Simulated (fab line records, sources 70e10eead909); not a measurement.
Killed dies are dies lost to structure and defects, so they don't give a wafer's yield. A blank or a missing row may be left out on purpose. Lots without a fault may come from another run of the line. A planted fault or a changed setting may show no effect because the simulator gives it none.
A struck lot beside a sound one | flow nand_harc | 15 steps out of a route of 1302
Sound: wafers L133.2, L133.3, L133.4. Struck: wafer L126.1. (L126.2, L126.6 of the same lot were not struck and are left out.) The cause comes at the end.
At each step with rows: each side's tool, then ch and its chambers, then its first start. Under that, the readings that differ: sound wafers | struck wafers | difference of the means | sigmas: that difference in standard deviations of wafers without a fault.
alike: readings whose means differ by less than 2 such deviations, and words and numbers that are the same on both sides. not compared: withheld readings, readings that some wafer has no value for, bounds like >300 that may hide the same value, and numbers for which the record gives no deviation and whose values overlap.
The two part at a step that has a row with sigmas, a row that says differs or no value, or rows on one side only. Numbers that don't overlap but have no deviation are shown without sigmas and don't part them. A reading that every wafer of one side lacks parts them only if that side has two wafers or more.

NHARC_THIN_TSV_DEP_43: deposits SiO2, target thk 1328.5 nm.
  sound on pecvd-03 ch 0,1, day 29 10:28; struck on pecvd-01 ch 1, day 27 08:01
  reading                | sound          | struck | difference | sigmas
  throttle_valve_pct (%) | 15.4 15.8 15.6 | 17.2   | +1.6       | +2
then, 8 steps without rows for these wafers: NHARC_THIN_TSV_DEHYDRATE_04 (time 120 s); NHARC_THIN_TSV_HMDS_05 (time 30 s); NHARC_THIN_TSV_COAT_06; NHARC_THIN_TSV_SOFTBAKE_07 (time 95 s); NHARC_THIN_TSV_EBR_08; NHARC_THIN_TSV_EXPOSE_09 (exposes mask TSV); NHARC_THIN_TSV_PEB_10 (peb time 85 s); NHARC_THIN_TSV_DEVELOP_11 (time 70 s).
NHARC_THIN_TSV_CD_MEAS_12: target cd 1000 nm.
  sound on cd_sem-01 ch 0, day 29 11:18; struck on cd_sem-03 ch 0, day 27 08:51
  alike: cd_nm
then, 1 step without rows for these wafers: NHARC_THIN_TSV_HARDBAKE_13 (time 80 s).
NHARC_THIN_TSV_DESCUM_14: chemistry O2, time 3 s.
  sound on rie_diel-11 ch 0,2,3, day 29 11:28; struck on rie_diel-04 ch 1, day 27 09:02
  reading                | sound | struck | difference | sigmas
  rf_hours_counter_h (h) | 5 4 4 | 6      | +2         |
  alike: drypump_motor_current_A, oes_product_au, rf_vpp_V, showerhead_plenum_p_Torr, throttle_valve_pct
NHARC_THIN_TSV_ETCH_44: etches the open film in CF4/O2, target depth 1594.2 nm, time 797.1 s.
  sound on rie_diel-11 ch 0,1,2, day 29 11:32; struck on rie_diel-04 ch 0, day 27 09:05
  reading                | sound                | struck | difference | sigmas
  run_length_s (s)       | 818.9 818.9 818.5    | 613.9  | -204.9     | -99 or more
  throttle_valve_pct (%) | 16.914 16.910 16.911 | 16.883 | -0.029     | -3
  alike: drypump_motor_current_A, oes_product_au, rf_vpp_V, showerhead_plenum_p_Torr
  not compared: rf_hours_counter_h
NHARC_THIN_TSV_ETCH_15: target depth 3000 nm, bosch target overetch cycles 2, bosch etch step 2.8 s.
  sound on rie_si-04 ch 1,2,3, day 29 12:08; struck on rie_si-03 ch 2, day 27 09:40
  alike: drypump_motor_current_A
  not compared: rf_hours_counter_h
NHARC_END_SORT_01:
  sound on prober-01 ch 0, day 30 13:22; struck on prober-01 ch 0, day 28 02:20
  reading                  | sound          | struck | difference | sigmas
  defect_limited_yield (%) | 88.2 88.6 89.4 | 0      | -89        | -37
  killed_at_other          | 1 0 0          | 628    | +628       | +99 or more
  killed_dies              | 80 77 72       | 677    | +601       | +38
  killed_short             | 5 4 3          | 0      | -4         | -2
  sort_bin_2_pct (%)       | 4.6 4.7 3.8    | 95.7   | +91.3      | +83
  sort_bin_3_pct (%)       | 1.2 0.9 1.2    | 0.1    | -1.0       | -3
  sort_n_pass              | 597 600 605    | 0      | -601       | -38
  sort_rim_yield_pct (%)   | 86 90 90       | 0      | -89        | -15
  sort_yield_pct (%)       | 88.2 88.6 89.4 | 0      | -89        | -37
  alike: killed_at_array, killed_at_periphery, killed_open, sort_bin_4_pct

WHERE THEY PART
First at NHARC_THIN_TSV_DEP_43; last, within this record, at NHARC_END_SORT_01.

WHY: what the simulator had put in
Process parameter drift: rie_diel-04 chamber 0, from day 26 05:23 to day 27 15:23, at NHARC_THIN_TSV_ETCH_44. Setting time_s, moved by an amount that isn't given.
